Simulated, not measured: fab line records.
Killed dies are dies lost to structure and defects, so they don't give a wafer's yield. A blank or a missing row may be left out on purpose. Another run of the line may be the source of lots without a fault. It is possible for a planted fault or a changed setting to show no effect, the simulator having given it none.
Chamber matching ; flow n5_finfet ; 4 sister chambers for N5_BEOL_M11_VIA_ETCH_34 on rie_diel-05
The step etches SiCOH lowk in C4F6/O2, target depth 184.5 nm, time 69.2 s. 7 wafers are shown with their chamber, then 8 later ones without.

== WAFERS, EACH WITH ITS CHAMBER ==
wafer;chamber;rf_vpp_V (V);drypump_motor_current_A (A)
L074.4;2;657;6.1
L077.3;1;650;5.6
L086.3;0;690;5.0
L083.2;3;667;5.8
L083.3;0;691;5.0
L083.6;3;667;5.7
L090.3;2;657;6.1

== WAFERS MISSING THEIR CHAMBER ==
wafer;rf_vpp_V (V);drypump_motor_current_A (A)
L090.4;693;5.6
L090.6;694;5.6
L096.1;656;6.1
L096.2;667;5.7
L096.5;690;5.0
L093.2;693;5.6
L093.3;666;5.7
L093.6;667;5.8

== EACH ONE'S CHAMBER ==
wafer;from the rows above;in truth
L090.4;0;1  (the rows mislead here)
L090.6;0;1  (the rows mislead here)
L096.1;2;2
L096.2;3;3
L096.5;0;0
L093.2;0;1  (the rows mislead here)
L093.3;3;3
L093.6;3;3
Placed correctly: 5 of 8. Not placeable from these rows: 0. Number placed wrongly: 3.
How it was worked out, from the rows above alone: a wafer's distance from a chamber is the root of the sum, over the readings, of the square of ((its reading less the chamber's mean) divided by the reading's scatter). The wafer belongs to the nearest chamber; if the next one is less than 2 further off, it can't be placed. The mean given for a chamber averages the wafers shown for that chamber. The scatter is the square root of a quotient: the sum, over the shown wafers, of each reading's squared deviation from its chamber's mean, divided by wafers minus chambers.
